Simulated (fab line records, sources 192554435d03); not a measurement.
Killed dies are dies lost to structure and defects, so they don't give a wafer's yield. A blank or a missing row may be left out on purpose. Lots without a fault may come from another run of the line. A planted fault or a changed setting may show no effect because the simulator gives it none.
Chamber matching | flow n5_finfet | N5_DUMMY_GATE_ETCH_32 on rie_si-05: 4 sister chambers
The step etches SiO2 in CF4, target depth 3.5 nm, time 3.9 s. 4 wafers are shown with their chamber, then 7 later ones without.

WAFERS WITH THEIR CHAMBER
wafer  | chamber | drypump_motor_current_A (A)
L076.1 | 3       | 5.4
L076.6 | 1       | 6.3
L090.1 | 0       | 5.7
L090.2 | 2       | 5.1

WAFERS WITHOUT THEIR CHAMBER
wafer  | drypump_motor_current_A (A)
L090.5 | 5.7
L091.2 | 5.4
L091.3 | 6.2
L091.6 | 6.3
L096.1 | 5.4
L096.3 | 6.3
L096.5 | 6.3

WHICH CHAMBER EACH WENT THROUGH
wafer  | from the rows above | in truth
L090.5 | 0                   | 0
L091.2 | 3                   | 3
L091.3 | 1                   | 1
L091.6 | 1                   | 1
L096.1 | 3                   | 3
L096.3 | 1                   | 1
L096.5 | 1                   | 1
Placed correctly: 7 of 7. Can't be placed from these rows: 0. Placed wrongly: 0.
How it was worked out, from the rows above alone: a wafer's distance from a chamber is the root of the sum, over the readings, of the square of ((its reading less the chamber's mean) divided by the reading's scatter). The wafer belongs to the nearest chamber; if the next one is less than 2 further off, it can't be placed. A chamber's mean is the mean of its shown wafers. The scatter: with one shown wafer a chamber, the root of the mean of the squares of how far each hidden wafer lies from its nearest shown one.
